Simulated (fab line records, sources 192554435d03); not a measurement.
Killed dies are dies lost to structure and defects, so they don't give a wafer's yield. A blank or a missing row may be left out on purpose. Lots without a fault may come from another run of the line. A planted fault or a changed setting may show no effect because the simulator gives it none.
fab line records | flow n5_finfet
record lots=11 wafers=32 last_day=20
route steps=1938 shown BEOL_M8@1371 BEOL_M9@1401
lots that met no fault: from a run of the same line without faults
start_h: hours from the record's first day to the start of the lot's first wafer shown | wait_h: hours since the lot's step before | " the same as in the row above | L1.1+2: a row that stands for several wafers | - no value, or no start given | * or withheld: withheld | < > ~ a bound
route shown NAME@n: a module of which the file shows steps, and the number in the route of the first | usual: mean/standard deviation of fault-free wafers | same: alike in all rows | chamber/n: place in a boat | sites: the reading at each site | _std_site: their standard deviation | _edge_site: outer sites' mean less inner sites' | radius_mm: how far each site lies from the wafer's centre | mask NAME#n: copy n | behind: the tool/chamber that last shaped the wafer | hold: why the lot was held/for how many hours/how that ended | device: the transistor (n, p or np) that didn't switch | end of line: the same wafers' tests at the end of the route | a step without rows: its recipe alone | killed: dies lost to structure and defects at the first sort, not the wafer's yield | map: a wafer's dies, x killed, . not, _ none there
set.NAME: the setting as run; set.NAME@STEP: as run at that earlier step | model.NAME: the simulator's own value behind a step, which no gauge read
steps of the route over a sample of lots; a table a step, a row a wafer
services: from which hour (start_h, from the record's first day; less than 0 if before it) a tool's chamber was out of use, for how many hours, and why
## steps
# step N5_BEOL_M8_ETCH_66
# recipe chemistry=N2/H2 target=SOC target_depth_a=800 overetch_a=160 mask_material=SiARC temp_c=40 time_s=120 ion_energy_ev=200 pressure_mtorr=30 source_w=840 bias_w=150 n2_flow_sccm=200 h2_flow_sccm=200
# usual drypump_motor_current_A=5.6/0.35 n2_flow_sccm=200.0/0.54 oes_product_au=0.63/0.057 rf_vpp_V=525.4/2 showerhead_plenum_p_Torr=2.59/0.065 temp_c=40.00/0.12 throttle_valve_pct=17.53/0.24
# columns lot.wafer tool chamber start_h wait_h drypump_motor_current_A n2_flow_sccm oes_product_au rf_hours_counter_h rf_vpp_V showerhead_plenum_p_Torr temp_c throttle_valve_pct
L503.2 rie_diel-01 1 229.37 0.0 5.3 199.0 0.55 225 525.5 2.60 39.98 17.95
L503.4 " 2 " " 5.9 200.0 0.61 82 525.9 2.68 39.80 17.55
L503.6 " 3 " " 5.3 199.5 0.66 - 524.8 2.58 40.13 17.48
L504.2 rie_diel-06 2 229.53 0.0 5.7 199.7 0.73 6 524.2 2.61 39.78 17.43
L504.4 " 3 " " 4.9 199.9 0.54 - 518.5 2.40 39.90 17.69
L504.5 " 2 " " 5.6 200.0 0.73 - 525.3 2.61 40.07 17.42
L507.1 rie_diel-01 1 251.72 0.0 5.3 200.1 0.54 233 525.9 2.60 39.94 17.94
L507.4 " 2 " " 6.0 199.7 0.61 90 526.6 2.68 39.95 17.56
L507.5 " 2 " " 5.9 200.4 0.60 - 526.9 2.68 39.88 17.57
L506.1 rie_diel-06 0 260.01 0.0 5.2 200.0 0.68 31 525.3 2.57 39.97 16.99
L506.5 " 1 " " 5.6 199.8 0.60 - 524.7 2.55 40.15 17.84
L506.6 " 2 " " 5.6 199.0 0.70 - 524.8 2.61 39.98 17.41
L509.1 rie_diel-04 2 276.04 0.0 5.9 200.9 0.53 233 523.5 2.49 39.87 17.95
L509.4 " 0 " " 6.1 199.9 0.67 58 524.9 2.58 40.02 17.39
L515.2 rie_diel-04 3 339.35 0.0 5.5 200.3 0.63 62 525.5 2.56 39.94 17.28
L515.3 " 3 " " 5.5 199.9 0.63 - 524.6 2.56 39.97 17.31
L515.5 " 0 " " 6.1 200.0 0.66 - 524.8 2.57 40.04 17.44
L521.3 rie_diel-01 3 346.22 0.0 5.2 199.2 0.62 88 525.7 2.56 39.86 17.55
L521.4 " 2 " " 5.9 199.9 0.58 123 527.1 2.67 40.06 17.63
L521.5 " 3 " " 5.2 199.4 0.62 - 523.6 2.56 39.79 17.55
L520.2 rie_diel-01 1 359.50 0.0 5.3 199.7 0.74 6 525.2 2.59 40.16 17.55
L520.4 " 1 " " 5.3 199.8 0.74 - 525.8 2.59 40.11 17.56
L520.6 " 2 " " 5.9 199.1 0.58 - 527.3 2.66 40.02 17.64
L523.1 rie_diel-04 0 361.30 0.0 6.1 199.9 0.64 86 525.5 2.57 40.03 17.43
L523.2 " 3 " " 5.5 199.9 0.62 71 523.3 2.56 39.80 17.32
L523.6 " 3 " " 5.5 200.2 0.62 - 525.1 2.56 39.80 17.32
L525.1 rie_diel-01 3 370.38 0.0 5.3 200.5 0.61 97 525.8 2.56 40.09 17.57
L525.2 " 2 " " 5.9 198.9 0.57 132 525.9 2.66 40.21 17.64
L525.4 " 1 " " 5.3 200.8 0.73 10 524.8 2.59 39.96 17.56
L526.1 rie_diel-01 3 397.24 0.0 5.3 199.0 0.61 107 523.4 2.55 39.96 17.61
L526.2 " 0 " " 5.9 201.1 0.61 94 528.6 2.67 39.91 17.39
L526.4 " 1 " " 5.3 200.4 0.71 21 525.0 2.58 40.02 17.56
# step N5_BEOL_M8_ETCH_41
# recipe chemistry=CH3F/O2 target=SiCN target_depth_a=319 taper_deg=2 time_s=57.8 ion_energy_ev=120 mask_material=TiN pressure_mtorr=30 source_w=395 bias_w=75 Ar_flow_sccm=150 CH3F_flow_sccm=30 O2_flow_sccm=20
# usual drypump_motor_current_A=5.6/0.35 oes_product_au=0.82/0.08 rf_vpp_V=298.2/1.2 showerhead_plenum_p_Torr=2.05/0.047 throttle_valve_pct=16.09/0.26
# columns lot.wafer tool chamber start_h wait_h drypump_motor_current_A oes_product_au rf_hours_counter_h rf_vpp_V showerhead_plenum_p_Torr throttle_valve_pct
L503.2 rie_diel-01 1 - - 5.3 0.71 225 300.0 2.06 16.54
L503.4 " 2 " " 5.9 0.79 82 299.7 2.09 15.99
L503.6 " 3 " " 5.2 0.87 - 299.4 2.04 16.06
L504.2 rie_diel-06 2 - - 5.6 0.95 6 300.0 2.04 15.81
L504.4 " 3 " " 4.9 0.69 - 296.0 1.90 16.37
L504.5 " 2 " " 5.6 0.94 - 299.9 2.04 15.81
L507.1 rie_diel-01 1 - - 5.3 0.71 233 298.5 2.06 16.54
L507.4 " 2 " " 5.9 0.78 91 299.3 2.09 15.99
L507.5 " 2 " " 5.9 0.78 - 301.3 2.09 15.98
L506.1 rie_diel-06 0 - - 5.2 0.88 31 296.8 2.02 15.66
L506.5 " 1 " " 5.6 0.78 - 296.5 2.01 16.44
L506.6 " 2 " " 5.6 0.90 - 297.3 2.04 15.82
L509.1 rie_diel-04 2 - - 5.9 0.70 233 295.8 1.98 16.50
L509.4 " 0 " " 6.1 0.88 58 298.2 2.03 15.82
L515.2 rie_diel-04 3 - - 5.5 0.82 62 297.9 2.04 15.97
L515.3 " 3 " " 5.4 0.82 - 298.8 2.04 15.95
L515.5 " 0 " " 6.1 0.86 - 297.7 2.02 15.85
L521.3 rie_diel-01 3 - - 5.3 0.82 88 297.4 2.03 16.12
L521.4 " 2 " " 5.9 0.74 123 297.8 2.07 16.05
L521.5 " 3 " " 5.2 0.81 - 297.2 2.03 16.13
L520.2 rie_diel-01 1 - - 5.3 0.99 7 299.0 2.05 16.10
L520.4 " 1 " " 5.3 0.98 - 297.8 2.05 16.10
L520.6 " 2 " " 5.9 0.75 - 297.8 2.07 16.06
L523.1 rie_diel-04 0 - - 6.1 0.85 86 297.9 2.02 15.88
L523.2 " 3 " " 5.5 0.81 72 298.1 2.03 16.00
L523.6 " 3 " " 5.5 0.82 - 296.6 2.03 15.99
L525.1 rie_diel-01 3 - - 5.2 0.80 97 297.2 2.02 16.15
L525.2 " 2 " " 5.9 0.74 132 299.2 2.07 16.07
L525.4 " 1 " " 5.3 0.95 10 297.8 2.05 16.11
L526.1 rie_diel-01 3 - - 5.3 0.80 107 298.6 2.02 16.16
L526.2 " 0 " " 5.9 0.78 95 299.5 2.12 16.02
L526.4 " 1 " " 5.3 0.93 21 298.7 2.05 16.14
# step N5_BEOL_M8_CVD_78
# recipe material=Co target_thk_a=20 temp_c=withheld precursor=CCTBA/H2 pressure_torr=30 time_s=142.3
# usual run_length_s=165.3/0.56
# columns lot.wafer tool chamber start_h wait_h run_length_s
L503.2 cvd_co-01 1 230.96 0.1 165.9
L503.4 " 1 " " 166.1
L503.6 " 2 " " 165.5
L504.2 cvd_co-02 1 231.08 0.1 164.4
L504.4 " 0 " " 165.0
L504.5 " 1 " " 164.2
L507.1 cvd_co-01 0 253.77 0.4 75.5
L507.4 " 1 " " 77.1
L507.5 " 2 " " 165.2
L506.1 cvd_co-01 0 261.74 0.1 75.7
L506.5 " 0 " " 164.8
L506.6 " 1 " " 165.9
L509.1 cvd_co-01 0 277.82 0.3 75.5
L509.4 " 1 " " 76.7
L515.2 cvd_co-02 2 341.64 0.2 165.3
L515.3 " 2 " " 165.1
L515.5 " 0 " " 164.9
L521.3 cvd_co-01 1 347.82 0.1 166.2
L521.4 " 2 " " 165.7
L521.5 " 0 " " 164.7
L520.2 cvd_co-01 1 361.70 0.1 165.8
L520.4 " 0 " " 165.1
L520.6 " 1 " " 165.9
L523.1 cvd_co-01 2 363.37 0.1 165.0
L523.2 " 0 " " 164.8
L523.6 " 2 " " 165.5
L525.1 cvd_co-01 1 372.17 0.1 165.8
L525.2 " 2 " " 165.3
L525.4 " 1 " " 166.6
L526.1 cvd_co-01 0 398.95 0.2 164.5
L526.2 " 2 " " 164.9
L526.4 " 2 " " 165.3
# step N5_BEOL_M9_ILD_DEP_00
# recipe material=SiCOH_lowk target_thk_a=3085.1 temp_c=300 precursor=DEMS/porogen pressure_torr=5 rf_w=500 time_s=58
# usual heater_power_w=343/47 showerhead_plenum_p_Torr=5.735/0.015 throttle_valve_pct=13.8/0.67
# columns lot.wafer tool chamber start_h wait_h heater_power_w showerhead_plenum_p_Torr throttle_valve_pct
L503.2 pecvd-02 0 232.12 0.0 357 5.757 14.9
L503.4 " 0 " " 369 5.749 15.1
L503.6 " 0 " " 380 5.764 14.9
L504.2 pecvd-03 0 232.24 0.0 326 5.724 13.7
L504.4 " 0 " " 337 5.715 13.5
L504.5 " 1 " " 318 5.728 13.4
L507.1 pecvd-03 2 255.17 0.0 408 5.754 13.3
L507.4 " 0 " " 311 5.736 13.6
L507.5 " 1 " " 294 5.717 13.4
L506.1 pecvd-03 1 263.57 0.0 257 5.734 13.2
L506.5 " 0 " " 325 5.733 13.8
L506.6 " 2 " " 441 5.727 13.2
L509.1 pecvd-02 1 280.32 0.0 262 5.739 14.2
L509.4 " 2 " " 314 5.737 12.8
L515.2 pecvd-02 0 342.92 0.0 392 5.776 15.2
L515.3 " 1 " " 271 5.726 13.9
L515.5 " 1 " " 281 5.724 14.0
L521.3 pecvd-03 1 349.07 0.0 299 5.718 13.5
L521.4 " 2 " " 386 5.726 13.5
L521.5 " 0 " " 364 5.722 13.7
L520.2 pecvd-02 2 363.00 0.0 361 5.713 12.9
L520.4 " 1 " " 296 5.737 14.2
L520.6 " 0 " " 378 5.759 15.1
L523.1 pecvd-01 2 364.66 0.0 371 5.752 13.1
L523.2 " 0 " " 363 5.728 14.5
L523.6 " 0 " " 374 5.716 14.5
L525.1 pecvd-01 2 373.41 0.0 358 5.742 13.3
L525.2 " 0 " " 404 5.720 14.7
L525.4 " 0 " " 406 5.716 14.3
L526.1 pecvd-03 2 400.10 0.0 374 5.732 13.4
L526.2 " 1 " " 319 5.729 13.5
L526.4 " 0 " " 313 5.734 13.3
## services
# columns tool chamber start_h hours kind
pecvd-01 - 218.69 0.9 repair
cvd_co-02 - 251.00 6.0 pm
rie_diel-01 - 252.18 2.8 pm
cvd_co-02 - 264.18 0.8 repair
pecvd-02 - 297.46 0.3 repair
cvd_co-02 - 303.15 0.8 repair
cvd_co-01 2 307.37 4.8 repair
rie_diel-01 1 310.65 - clean
rie_diel-01 1 310.65 - consumable_replace:focus_ring
rie_diel-01 1 310.65 29.0 scheduled_down
rie_diel-01 1 310.65 29.0 vent_cycle
rie_diel-04 2 335.54 - clean
rie_diel-04 2 335.54 - consumable_replace:focus_ring
rie_diel-04 2 335.54 23.7 scheduled_down
rie_diel-04 2 335.54 23.7 vent_cycle
cvd_co-01 - 336.47 6.0 pm
rie_diel-04 1 338.83 3.5 repair
pecvd-03 2 344.90 2.2 repair
cvd_co-01 - 345.27 0.5 repair
rie_diel-06 1 354.22 10.2 repair
rie_diel-01 0 354.91 5.7 repair
rie_diel-04 1 359.22 - clean
pecvd-02 - 369.11 3.9 repair
pecvd-02 - 388.53 28.1 pm
## key
first_sign step=N5_BEOL_M8_CVD_78 reading=run_length_s direction=down sigmas=99+ usual=* struck=*
effect none on later readings
met_at N5_BEOL_M8_CVD_78
struck_lots L506,L507,L509
struck_wafers L506.1,L507.1,L507.4,L509.1,L509.4
not_acting_at N5_BEOL_M8_ETCH_66,N5_BEOL_M8_ETCH_41,N5_BEOL_M9_ILD_DEP_00
onset_between 230.96 253.77
fault kind=process_parameter_drift tool=cvd_co-01 chamber=- onset_h=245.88 steps=N5_BEOL_M8_CVD_78 channel=time_s offset=* shape=step end_h=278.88 scope=struck_wafers_only acts_in=* stated=*
